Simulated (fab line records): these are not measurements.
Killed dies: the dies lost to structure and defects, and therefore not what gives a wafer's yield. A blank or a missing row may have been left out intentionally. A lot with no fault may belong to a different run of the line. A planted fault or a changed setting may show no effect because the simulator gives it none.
Which of the tools did it? :: flow n5_finfet :: 72 wafers from 24 lots sampled at 5 of the route's 1938 steps

## WHAT EACH GAUGE READ, for each wafer
N5_BEOL_M0_SAQP_OVL_MEAS_41. Usual: for M0_CUT1_OVL the level is 0.0 nm and the standard deviation is 0.69.
lot: L074
measured: day 5 14:33
on: overlay-01
M0_CUT1_OVL (nm): -1.0 -1.4 -0.8
flag: 

lot: L075
measured: day 5 22:43
on: overlay-02
M0_CUT1_OVL (nm): 0.3 -0.8 -0.6
flag: 

lot: L076
measured: day 6 01:29
on: overlay-01
M0_CUT1_OVL (nm): 0.5 -0.3 0.7
flag: 

lot: L077
measured: day 6 11:40
on: overlay-02
M0_CUT1_OVL (nm): 1.3 0.2 1.0
flag: 

lot: L078
measured: day 6 18:13
on: overlay-02
M0_CUT1_OVL (nm): 0.0 0.9 0.1
flag: 

lot: L079
measured: day 6 22:29
on: overlay-02
M0_CUT1_OVL (nm): -0.4 -1.4 -1.0
flag: 

lot: L080
measured: day 7 06:11
on: overlay-01
M0_CUT1_OVL (nm): -0.5 -0.4 -0.4
flag: 

lot: L081
measured: day 7 10:36
on: overlay-01
M0_CUT1_OVL (nm): 0.1 0.0 -0.7
flag: 

lot: L082
measured: day 7 16:31
on: overlay-02
M0_CUT1_OVL (nm): -0.9 -0.7 -1.1
flag: 

lot: L083
measured: day 7 19:33
on: overlay-02
M0_CUT1_OVL (nm): 1.2 0.5 0.5
flag: 

lot: L084
measured: day 8 02:32
on: overlay-01
M0_CUT1_OVL (nm): 0.5 0.3 0.0
flag: 

lot: L085
measured: day 8 15:50
on: overlay-02
M0_CUT1_OVL (nm): -0.9 -0.1 -0.2
flag: 

lot: L086
measured: day 8 18:21
on: overlay-02
M0_CUT1_OVL (nm): 1.6 0.3 -0.1
flag: 

lot: L087
measured: day 9 00:07
on: overlay-02
M0_CUT1_OVL (nm): -0.3 0.8 0.1
flag: 

lot: L088
measured: day 9 02:33
on: overlay-02
M0_CUT1_OVL (nm): 0.5 0.1 0.3
flag: 

lot: L089
measured: day 9 10:42
on: overlay-02
M0_CUT1_OVL (nm): 0.2 0.9 0.7
flag: 

lot: L090
measured: day 9 17:18
on: overlay-02
M0_CUT1_OVL (nm): 0.9 1.0 0.8
flag: 

lot: L091
measured: day 10 01:27
on: overlay-02
M0_CUT1_OVL (nm): -0.7 -0.3 0.0
flag: 

lot: L092
measured: day 10 05:44
on: overlay-01
M0_CUT1_OVL (nm): 0.9 -0.2 1.7
flag: 

lot: L093
measured: day 10 10:00
on: overlay-01
M0_CUT1_OVL (nm): 0.4 0.5 0.5
flag: 

lot: L094
measured: day 10 14:08
on: overlay-02
M0_CUT1_OVL (nm): -0.1 0.3 -0.2
flag: 

lot: L095
measured: day 10 22:35
on: overlay-02
M0_CUT1_OVL (nm): 0.3 0.0 0.5
flag: 

lot: L096
measured: day 11 08:32
on: overlay-02
M0_CUT1_OVL (nm): -0.6 -0.4 -0.4
flag: 

lot: L097
measured: day 11 12:18
on: overlay-01
M0_CUT1_OVL (nm): 0.9 -0.7 -0.5
flag: 

N5_BEOL_M0_SAQP_INSPECT_42: inspects for defects (brightfield). Usual: raw_defect_count at 289, with a standard deviation of 73.
lot: L074
measured: day 5 14:36
on: defect_inspect-01
raw_defect_count: 179 244 155
flag: 

lot: L075
measured: day 5 22:46
on: defect_inspect-02
raw_defect_count: 267 277 354
flag: 

lot: L076
measured: day 6 01:33
on: defect_inspect-02
raw_defect_count: 331 326 235
flag: 

lot: L077
measured: day 6 11:43
on: defect_inspect-02
raw_defect_count: 314 347 356
flag: 

lot: L078
measured: day 6 18:16
on: defect_inspect-01
raw_defect_count: 205 280 208
flag: 

lot: L079
measured: day 6 22:32
on: defect_inspect-01
raw_defect_count: 386 337 435
flag: 

lot: L080
measured: day 7 06:14
on: defect_inspect-01
raw_defect_count: 472 405 341
flag: 

lot: L081
measured: day 7 10:39
on: defect_inspect-01
raw_defect_count: 270 261 182
flag: 

lot: L082
measured: day 7 16:34
on: defect_inspect-02
raw_defect_count: 214 286 323
flag: 

lot: L083
measured: day 7 19:36
on: defect_inspect-02
raw_defect_count: 206 269 247
flag: 

lot: L084
measured: day 8 02:35
on: defect_inspect-02
raw_defect_count: 269 278 163
flag: 

lot: L085
measured: day 8 15:53
on: defect_inspect-02
raw_defect_count: 293 329 228
flag: 

lot: L086
measured: day 8 18:25
on: defect_inspect-01
raw_defect_count: 305 399 326
flag: 

lot: L087
measured: day 9 00:11
on: defect_inspect-01
raw_defect_count: 265 165 243
flag: 

lot: L088
measured: day 9 02:37
on: defect_inspect-02
raw_defect_count: 348 312 425
flag: 

lot: L089
measured: day 9 10:45
on: defect_inspect-01
raw_defect_count: 438 332 354
flag: 

lot: L090
measured: day 9 17:22
on: defect_inspect-02
raw_defect_count: 365 264 237
flag: 

lot: L091
measured: day 10 01:30
on: defect_inspect-01
raw_defect_count: 340 262 273
flag: 

lot: L092
measured: day 10 05:48
on: defect_inspect-01
raw_defect_count: 245 198 403
flag: 

lot: L093
measured: day 10 10:03
on: defect_inspect-02
raw_defect_count: 261 301 425
flag: 

lot: L094
measured: day 10 14:11
on: defect_inspect-01
raw_defect_count: 276 373 196
flag: 

lot: L095
measured: day 10 22:38
on: defect_inspect-01
raw_defect_count: 188 304 201
flag: 

lot: L096
measured: day 11 08:35
on: defect_inspect-02
raw_defect_count: 290 279 382
flag: 

lot: L097
measured: day 11 12:21
on: defect_inspect-01
raw_defect_count: 240 274 328
flag: 

## WHICH TOOL RAN EACH LOT (tool, then ch and the chambers of the sampled wafers, then the start)
lot: L074
N5_MOL_CONTACT_COAG_VIA_ETCH_117: rie_diel-02 ch 1,2, day 5 02:50
N5_BEOL_M0_SAQP_PECVD_96: pecvd-04 ch 1,2, day 5 09:07
N5_BEOL_M0_SAQP_SPACER1_ALD_98: ald_sin-02 ch 0,2,3, day 5 11:11

lot: L075
N5_MOL_CONTACT_COAG_VIA_ETCH_117: rie_diel-03 ch 0,1,3, day 5 09:52
N5_BEOL_M0_SAQP_PECVD_96: pecvd-03 ch 0,2, day 5 16:17
N5_BEOL_M0_SAQP_SPACER1_ALD_98: ald_sin-02 ch 2,3, day 5 17:52

lot: L076
N5_MOL_CONTACT_COAG_VIA_ETCH_117: rie_diel-02 ch 0,2,3, day 5 15:02
N5_BEOL_M0_SAQP_PECVD_96: pecvd-04 ch 0,2, day 5 20:44
N5_BEOL_M0_SAQP_SPACER1_ALD_98: ald_sin-02 ch 0,1, day 5 22:21

lot: L077
N5_MOL_CONTACT_COAG_VIA_ETCH_117: rie_diel-03 ch 0,3, day 5 23:38
N5_BEOL_M0_SAQP_PECVD_96: pecvd-04 ch 1,2, day 6 05:43
N5_BEOL_M0_SAQP_SPACER1_ALD_98: ald_sin-03 ch 0,2,3, day 6 07:42

lot: L078
N5_MOL_CONTACT_COAG_VIA_ETCH_117: rie_diel-05 ch 0,3, day 6 07:09
N5_BEOL_M0_SAQP_PECVD_96: pecvd-02 ch 0,1,2, day 6 13:29
N5_BEOL_M0_SAQP_SPACER1_ALD_98: ald_sin-01 ch 1,3, day 6 15:26

lot: L079
N5_MOL_CONTACT_COAG_VIA_ETCH_117: rie_diel-03 ch 0,1,2, day 6 09:01
N5_BEOL_M0_SAQP_PECVD_96: pecvd-02 ch 1,2, day 6 16:37
N5_BEOL_M0_SAQP_SPACER1_ALD_98: ald_sin-03 ch 0,2,3, day 6 19:35

lot: L080
N5_MOL_CONTACT_COAG_VIA_ETCH_117: rie_diel-03 ch 1,2,3, day 6 20:26
N5_BEOL_M0_SAQP_PECVD_96: pecvd-03 ch 1,2, day 7 01:37
N5_BEOL_M0_SAQP_SPACER1_ALD_98: ald_sin-01 ch 0,1,3, day 7 03:16

lot: L081
N5_MOL_CONTACT_COAG_VIA_ETCH_117: rie_diel-05 ch 0,1,3, day 7 00:47
N5_BEOL_M0_SAQP_PECVD_96: pecvd-03 ch 0,1, day 7 05:35
N5_BEOL_M0_SAQP_SPACER1_ALD_98: ald_sin-01 ch 0,2, day 7 07:14

lot: L082
N5_MOL_CONTACT_COAG_VIA_ETCH_117: rie_diel-05 ch 0,2,3, day 7 05:06
N5_BEOL_M0_SAQP_PECVD_96: pecvd-02 ch 0,2, day 7 11:36
N5_BEOL_M0_SAQP_SPACER1_ALD_98: ald_sin-02 ch 0,1,2, day 7 13:32

lot: L083
N5_MOL_CONTACT_COAG_VIA_ETCH_117: rie_diel-02 ch 0,1,2, day 7 07:34
N5_BEOL_M0_SAQP_PECVD_96: pecvd-02 ch 0,1,2, day 7 14:44
N5_BEOL_M0_SAQP_SPACER1_ALD_98: ald_sin-03 ch 0,3, day 7 16:33

lot: L084
N5_MOL_CONTACT_COAG_VIA_ETCH_117: rie_diel-05 ch 1,2,3, day 7 14:40
N5_BEOL_M0_SAQP_PECVD_96: pecvd-03 ch 1,2, day 7 20:55
N5_BEOL_M0_SAQP_SPACER1_ALD_98: ald_sin-01 ch 2,3, day 7 23:09

lot: L085
N5_MOL_CONTACT_COAG_VIA_ETCH_117: rie_diel-03 ch 1,3, day 8 03:32
N5_BEOL_M0_SAQP_PECVD_96: pecvd-04 ch 1, day 8 10:22
N5_BEOL_M0_SAQP_SPACER1_ALD_98: ald_sin-03 ch 0,3, day 8 12:20

lot: L086
N5_MOL_CONTACT_COAG_VIA_ETCH_117: rie_diel-03 ch 0,2,3, day 8 08:04
N5_BEOL_M0_SAQP_PECVD_96: pecvd-02 ch 0,1,2, day 8 14:02
N5_BEOL_M0_SAQP_SPACER1_ALD_98: ald_sin-03 ch 1,3, day 8 15:35

lot: L087
N5_MOL_CONTACT_COAG_VIA_ETCH_117: rie_diel-05 ch 0,1, day 8 11:39
N5_BEOL_M0_SAQP_PECVD_96: pecvd-04 ch 1,2, day 8 17:17
N5_BEOL_M0_SAQP_SPACER1_ALD_98: ald_sin-02 ch 0,2,3, day 8 19:14

lot: L088
N5_MOL_CONTACT_COAG_VIA_ETCH_117: rie_diel-03 ch 0,1,3, day 8 15:25
N5_BEOL_M0_SAQP_PECVD_96: pecvd-02 ch 0,1, day 8 20:56
N5_BEOL_M0_SAQP_SPACER1_ALD_98: ald_sin-02 ch 1,2, day 8 23:08

lot: L089
N5_MOL_CONTACT_COAG_VIA_ETCH_117: rie_diel-03 ch 0,1,3, day 9 01:03
N5_BEOL_M0_SAQP_PECVD_96: pecvd-03 ch 0,2, day 9 06:08
N5_BEOL_M0_SAQP_SPACER1_ALD_98: ald_sin-02 ch 0,1,3, day 9 07:55

lot: L090
N5_MOL_CONTACT_COAG_VIA_ETCH_117: rie_diel-05 ch 0,3, day 9 06:08
N5_BEOL_M0_SAQP_PECVD_96: pecvd-04 ch 0,2, day 9 12:08
N5_BEOL_M0_SAQP_SPACER1_ALD_98: ald_sin-01 ch 0,3, day 9 14:06

lot: L091
N5_MOL_CONTACT_COAG_VIA_ETCH_117: rie_diel-03 ch 0,1, day 9 13:53
N5_BEOL_M0_SAQP_PECVD_96: pecvd-02 ch 0,1, day 9 20:38
N5_BEOL_M0_SAQP_SPACER1_ALD_98: ald_sin-02 ch 1,2, day 9 22:32

lot: L092
N5_MOL_CONTACT_COAG_VIA_ETCH_117: rie_diel-03 ch 0,2,3, day 9 18:29
N5_BEOL_M0_SAQP_PECVD_96: pecvd-03 ch 1,2, day 10 00:19
N5_BEOL_M0_SAQP_SPACER1_ALD_98: ald_sin-01 ch 0,2,3, day 10 02:39

lot: L093
N5_MOL_CONTACT_COAG_VIA_ETCH_117: rie_diel-02 ch 0,2, day 9 23:44
N5_BEOL_M0_SAQP_PECVD_96: pecvd-04 ch 1,2, day 10 05:37
N5_BEOL_M0_SAQP_SPACER1_ALD_98: ald_sin-03 ch 0,1,3, day 10 07:10

lot: L094
N5_MOL_CONTACT_COAG_VIA_ETCH_117: rie_diel-05 ch 1,2,3, day 10 03:05
N5_BEOL_M0_SAQP_PECVD_96: pecvd-02 ch 0,1, day 10 09:07
N5_BEOL_M0_SAQP_SPACER1_ALD_98: ald_sin-02 ch 1,2,3, day 10 11:15

lot: L095
N5_MOL_CONTACT_COAG_VIA_ETCH_117: rie_diel-03 ch 0,1,2, day 10 11:26
N5_BEOL_M0_SAQP_PECVD_96: pecvd-02 ch 0,1, day 10 17:32
N5_BEOL_M0_SAQP_SPACER1_ALD_98: ald_sin-03 ch 0,1,3, day 10 19:08

lot: L096
N5_MOL_CONTACT_COAG_VIA_ETCH_117: rie_diel-05 ch 0,2,3, day 10 20:27
N5_BEOL_M0_SAQP_PECVD_96: pecvd-02 ch 0,1,2, day 11 02:14
N5_BEOL_M0_SAQP_SPACER1_ALD_98: ald_sin-01 ch 0,1,2, day 11 03:52

lot: L097
N5_MOL_CONTACT_COAG_VIA_ETCH_117: rie_diel-05 ch 0,1,3, day 10 22:07
N5_BEOL_M0_SAQP_PECVD_96: pecvd-02 ch 1,2, day 11 05:26
N5_BEOL_M0_SAQP_SPACER1_ALD_98: ald_sin-03 ch 0,1,2, day 11 07:59
- N5_MOL_CONTACT_COAG_VIA_ETCH_117: etches SiO2 in C4F6/O2, target depth 40 nm, overetch 8 nm, time 26 s.
- N5_BEOL_M0_SAQP_PECVD_96: deposits a-Si from SiH4/He, target thk 45 nm, time 45.2 s.
- N5_BEOL_M0_SAQP_SPACER1_ALD_98: deposits SiO2, target thk 12.8 nm, pulse time 1 s, purge time 2 s.

## AS READ BY THE TOOLS THEMSELVES (means over the sampled wafers that have a number; for cases with no such wafer, the mark the record gives instead)
N5_MOL_CONTACT_COAG_VIA_ETCH_117. Usual: drypump_motor_current_A 6.0 A, standard deviation 0.54; oes_product_au 0.71 a.u., standard deviation 0.073; rf_vpp_V 1594 V, standard deviation 15; showerhead_plenum_p_Torr 2.90 Torr, standard deviation 0.083; throttle_valve_pct 41.0 %, standard deviation 0.32.
lot: L074
tool: rie_diel-02
drypump_motor_current_A (A): 5.7
oes_product_au (a.u.): 0.70
rf_vpp_V (V): 1580
showerhead_plenum_p_Torr (Torr): 2.73
throttle_valve_pct (%): 41.3
flag: 

lot: L075
tool: rie_diel-03
drypump_motor_current_A (A): 6.4
oes_product_au (a.u.): 0.69
rf_vpp_V (V): 1595
showerhead_plenum_p_Torr (Torr): 2.90
throttle_valve_pct (%): 40.9
flag: 

lot: L076
tool: rie_diel-02
drypump_motor_current_A (A): 6.0
oes_product_au (a.u.): 0.69
rf_vpp_V (V): 1608
showerhead_plenum_p_Torr (Torr): 2.88
throttle_valve_pct (%): 41.5
flag: 

lot: L077
tool: rie_diel-03
drypump_motor_current_A (A): 6.2
oes_product_au (a.u.): 0.68
rf_vpp_V (V): 1583
showerhead_plenum_p_Torr (Torr): 2.87
throttle_valve_pct (%): 41.1
flag: 

lot: L078
tool: rie_diel-05
drypump_motor_current_A (A): 5.9
oes_product_au (a.u.): 0.67
rf_vpp_V (V): 1600
showerhead_plenum_p_Torr (Torr): 2.96
throttle_valve_pct (%): 41.1
flag: 

lot: L079
tool: rie_diel-03
drypump_motor_current_A (A): 6.3
oes_product_au (a.u.): 0.71
rf_vpp_V (V): 1601
showerhead_plenum_p_Torr (Torr): 2.96
throttle_valve_pct (%): 41.0
flag: 

lot: L080
tool: rie_diel-03
drypump_motor_current_A (A): 6.2
oes_product_au (a.u.): 0.73
rf_vpp_V (V): 1585
showerhead_plenum_p_Torr (Torr): 2.94
throttle_valve_pct (%): 41.1
flag: 

lot: L081
tool: rie_diel-05
drypump_motor_current_A (A): 5.7
oes_product_au (a.u.): 0.71
rf_vpp_V (V): 1592
showerhead_plenum_p_Torr (Torr): 2.90
throttle_valve_pct (%): 41.1
flag: 

lot: L082
tool: rie_diel-05
drypump_motor_current_A (A): 6.0
oes_product_au (a.u.): 0.66
rf_vpp_V (V): 1599
showerhead_plenum_p_Torr (Torr): 2.94
throttle_valve_pct (%): 40.9
flag: 

lot: L083
tool: rie_diel-02
drypump_motor_current_A (A): 5.8
oes_product_au (a.u.): 0.69
rf_vpp_V (V): 1593
showerhead_plenum_p_Torr (Torr): 2.81
throttle_valve_pct (%): 41.3
flag: 

lot: L084
tool: rie_diel-05
drypump_motor_current_A (A): 5.8
oes_product_au (a.u.): 0.70
rf_vpp_V (V): 1590
showerhead_plenum_p_Torr (Torr): 2.88
throttle_valve_pct (%): 40.8
flag: 

lot: L085
tool: rie_diel-03
drypump_motor_current_A (A): 6.5
oes_product_au (a.u.): 0.68
rf_vpp_V (V): 1588
showerhead_plenum_p_Torr (Torr): 2.91
throttle_valve_pct (%): 40.9
flag: 

lot: L086
tool: rie_diel-03
drypump_motor_current_A (A): 6.1
oes_product_au (a.u.): 0.77
rf_vpp_V (V): 1590
showerhead_plenum_p_Torr (Torr): 2.91
throttle_valve_pct (%): 41.2
flag: 

lot: L087
tool: rie_diel-05
drypump_motor_current_A (A): 5.4
oes_product_au (a.u.): 0.70
rf_vpp_V (V): 1592
showerhead_plenum_p_Torr (Torr): 2.90
throttle_valve_pct (%): 41.1
flag: 

lot: L088
tool: rie_diel-03
drypump_motor_current_A (A): 6.4
oes_product_au (a.u.): 0.73
rf_vpp_V (V): 1593
showerhead_plenum_p_Torr (Torr): 2.89
throttle_valve_pct (%): 41.0
flag: 

lot: L089
tool: rie_diel-03
drypump_motor_current_A (A): 6.4
oes_product_au (a.u.): 0.73
rf_vpp_V (V): 1593
showerhead_plenum_p_Torr (Torr): 2.89
throttle_valve_pct (%): 41.0
flag: 

lot: L090
tool: rie_diel-05
drypump_motor_current_A (A): 6.2
oes_product_au (a.u.): 0.65
rf_vpp_V (V): 1599
showerhead_plenum_p_Torr (Torr): 2.94
throttle_valve_pct (%): 41.1
flag: 

lot: L091
tool: rie_diel-03
drypump_motor_current_A (A): 6.5
oes_product_au (a.u.): 0.76
rf_vpp_V (V): 1609
showerhead_plenum_p_Torr (Torr): 2.91
throttle_valve_pct (%): 40.8
flag: 

lot: L092
tool: rie_diel-03
drypump_motor_current_A (A): 6.1
oes_product_au (a.u.): 0.75
rf_vpp_V (V): 1590
showerhead_plenum_p_Torr (Torr): 2.91
throttle_valve_pct (%): 41.2
flag: 

lot: L093
tool: rie_diel-02
drypump_motor_current_A (A): 6.1
oes_product_au (a.u.): 0.71
rf_vpp_V (V): 1617
showerhead_plenum_p_Torr (Torr): 2.98
throttle_valve_pct (%): 41.3
flag: 

lot: L094
tool: rie_diel-05
drypump_motor_current_A (A): 5.8
oes_product_au (a.u.): 0.68
rf_vpp_V (V): 1591
showerhead_plenum_p_Torr (Torr): 2.87
throttle_valve_pct (%): 40.9
flag: 

lot: L095
tool: rie_diel-03
drypump_motor_current_A (A): 6.3
oes_product_au (a.u.): 0.74
rf_vpp_V (V): 1601
showerhead_plenum_p_Torr (Torr): 2.94
throttle_valve_pct (%): 41.0
flag: 

lot: L096
tool: rie_diel-05
drypump_motor_current_A (A): 6.0
oes_product_au (a.u.): 0.64
rf_vpp_V (V): 1598
showerhead_plenum_p_Torr (Torr): 2.93
throttle_valve_pct (%): 40.9
flag: 

lot: L097
tool: rie_diel-05
drypump_motor_current_A (A): 5.7
oes_product_au (a.u.): 0.68
rf_vpp_V (V): 1592
showerhead_plenum_p_Torr (Torr): 2.88
throttle_valve_pct (%): 41.1
flag: 

N5_BEOL_M0_SAQP_PECVD_96. Usual: heater_power_w 619 W, standard deviation 74; showerhead_plenum_p_Torr 5.65 Torr, standard deviation 0.035; throttle_valve_pct 18.1 %, standard deviation 0.47.
lot: L074
tool: pecvd-04
heater_power_w (W): 580
showerhead_plenum_p_Torr (Torr): 5.60
throttle_valve_pct (%): 17.8
flag: 

lot: L075
tool: pecvd-03
heater_power_w (W): 620
showerhead_plenum_p_Torr (Torr): 5.67
throttle_valve_pct (%): 18.2
flag: 

lot: L076
tool: pecvd-04
heater_power_w (W): 649
showerhead_plenum_p_Torr (Torr): 5.63
throttle_valve_pct (%): 17.6
flag: 

lot: L077
tool: pecvd-04
heater_power_w (W): 534
showerhead_plenum_p_Torr (Torr): 5.60
throttle_valve_pct (%): 18.2
flag: 

lot: L078
tool: pecvd-02
heater_power_w (W): 618
showerhead_plenum_p_Torr (Torr): 5.67
throttle_valve_pct (%): 18.1
flag: 

lot: L079
tool: pecvd-02
heater_power_w (W): 628
showerhead_plenum_p_Torr (Torr): 5.68
throttle_valve_pct (%): 18.1
flag: 

lot: L080
tool: pecvd-03
heater_power_w (W): 675
showerhead_plenum_p_Torr (Torr): 5.63
throttle_valve_pct (%): 18.6
flag: 

lot: L081
tool: pecvd-03
heater_power_w (W): 627
showerhead_plenum_p_Torr (Torr): 5.69
throttle_valve_pct (%): 18.8
flag: 

lot: L082
tool: pecvd-02
heater_power_w (W): 571
showerhead_plenum_p_Torr (Torr): 5.67
throttle_valve_pct (%): 18.1
flag: 

lot: L083
tool: pecvd-02
heater_power_w (W): 601
showerhead_plenum_p_Torr (Torr): 5.68
throttle_valve_pct (%): 18.0
flag: 

lot: L084
tool: pecvd-03
heater_power_w (W): 602
showerhead_plenum_p_Torr (Torr): 5.64
throttle_valve_pct (%): 18.3
flag: 

lot: L085
tool: pecvd-04
heater_power_w (W): 485
showerhead_plenum_p_Torr (Torr): 5.61
throttle_valve_pct (%): 18.5
flag: 

lot: L086
tool: pecvd-02
heater_power_w (W): 579
showerhead_plenum_p_Torr (Torr): 5.67
throttle_valve_pct (%): 18.2
flag: 

lot: L087
tool: pecvd-04
heater_power_w (W): 552
showerhead_plenum_p_Torr (Torr): 5.61
throttle_valve_pct (%): 18.2
flag: 

lot: L088
tool: pecvd-02
heater_power_w (W): 626
showerhead_plenum_p_Torr (Torr): 5.66
throttle_valve_pct (%): 17.9
flag: 

lot: L089
tool: pecvd-03
heater_power_w (W): 636
showerhead_plenum_p_Torr (Torr): 5.69
throttle_valve_pct (%): 18.4
flag: 

lot: L090
tool: pecvd-04
heater_power_w (W): 572
showerhead_plenum_p_Torr (Torr): 5.63
throttle_valve_pct (%): 17.7
flag: 

lot: L091
tool: pecvd-02
heater_power_w (W): 701
showerhead_plenum_p_Torr (Torr): 5.67
throttle_valve_pct (%): 17.9
flag: 

lot: L092
tool: pecvd-03
heater_power_w (W): 675
showerhead_plenum_p_Torr (Torr): 5.64
throttle_valve_pct (%): 18.2
flag: 

lot: L093
tool: pecvd-04
heater_power_w (W): 505
showerhead_plenum_p_Torr (Torr): 5.61
throttle_valve_pct (%): 18.2
flag: 

lot: L094
tool: pecvd-02
heater_power_w (W): 697
showerhead_plenum_p_Torr (Torr): 5.68
throttle_valve_pct (%): 17.9
flag: 

lot: L095
tool: pecvd-02
heater_power_w (W): 635
showerhead_plenum_p_Torr (Torr): 5.66
throttle_valve_pct (%): 18.0
flag: 

lot: L096
tool: pecvd-02
heater_power_w (W): 617
showerhead_plenum_p_Torr (Torr): 5.66
throttle_valve_pct (%): 17.7
flag: 

lot: L097
tool: pecvd-02
heater_power_w (W): 633
showerhead_plenum_p_Torr (Torr): 5.68
throttle_valve_pct (%): 17.5
flag: 

N5_BEOL_M0_SAQP_SPACER1_ALD_98. Usual: heater_power_w 484 W, standard deviation 42; precursor_pulse_height_rel 1.001, standard deviation 0.019.
lot: L074
tool: ald_sin-02
heater_power_w (W): 478
precursor_pulse_height_rel: 1.009
flag: 

lot: L075
tool: ald_sin-02
heater_power_w (W): 466
precursor_pulse_height_rel: 0.986
flag: 

lot: L076
tool: ald_sin-02
heater_power_w (W): 449
precursor_pulse_height_rel: 0.991
flag: 

lot: L077
tool: ald_sin-03
heater_power_w (W): 467
precursor_pulse_height_rel: 0.998
flag: 

lot: L078
tool: ald_sin-01
heater_power_w (W): 539
precursor_pulse_height_rel: 0.995
flag: 

lot: L079
tool: ald_sin-03
heater_power_w (W): 469
precursor_pulse_height_rel: 1.012
flag: 

lot: L080
tool: ald_sin-01
heater_power_w (W): 521
precursor_pulse_height_rel: 1.013
flag: 

lot: L081
tool: ald_sin-01
heater_power_w (W): 453
precursor_pulse_height_rel: 1.013
flag: 

lot: L082
tool: ald_sin-02
heater_power_w (W): 482
precursor_pulse_height_rel: 1.005
flag: 

lot: L083
tool: ald_sin-03
heater_power_w (W): 498
precursor_pulse_height_rel: 0.984
flag: 

lot: L084
tool: ald_sin-01
heater_power_w (W): 486
precursor_pulse_height_rel: 0.999
flag: 

lot: L085
tool: ald_sin-03
heater_power_w (W): 502
precursor_pulse_height_rel: 0.994
flag: 

lot: L086
tool: ald_sin-03
heater_power_w (W): 492
precursor_pulse_height_rel: 0.996
flag: 

lot: L087
tool: ald_sin-02
heater_power_w (W): 486
precursor_pulse_height_rel: 0.990
flag: 

lot: L088
tool: ald_sin-02
heater_power_w (W): 475
precursor_pulse_height_rel: 1.000
flag: 

lot: L089
tool: ald_sin-02
heater_power_w (W): 445
precursor_pulse_height_rel: 1.017
flag: 

lot: L090
tool: ald_sin-01
heater_power_w (W): 512
precursor_pulse_height_rel: 0.983
flag: 

lot: L091
tool: ald_sin-02
heater_power_w (W): 474
precursor_pulse_height_rel: 1.007
flag: 

lot: L092
tool: ald_sin-01
heater_power_w (W): 490
precursor_pulse_height_rel: 1.011
flag: 

lot: L093
tool: ald_sin-03
heater_power_w (W): 493
precursor_pulse_height_rel: 0.998
flag: 

lot: L094
tool: ald_sin-02
heater_power_w (W): 467
precursor_pulse_height_rel: 1.014
flag: 

lot: L095
tool: ald_sin-03
heater_power_w (W): 503
precursor_pulse_height_rel: 1.002
flag: 

lot: L096
tool: ald_sin-01
heater_power_w (W): 494
precursor_pulse_height_rel: 1.006
flag: 

lot: L097
tool: ald_sin-03
heater_power_w (W): 465
precursor_pulse_height_rel: 1.007
flag: 

## THE ANSWER, worked out from the rows above alone
Rule: take the mean of a lot's wafers that have a number; if it is more than 3 standard deviations from the usual mean, the lot is off. Also off: a lot with no number at a reading for which 4 or more lots have one. Where the step has rows for the other lots, those lots are counted as sound. First the gauges in route order, then the tools' own readings, where a lot's mean is used as printed above. At the first step where some lot is off, the reading lying furthest off is the one used; lots without a number count as furthest.
Nothing can be told from this: no lot is off at any reading shown.

## WHAT WAS PUT IN BY THE SIMULATOR
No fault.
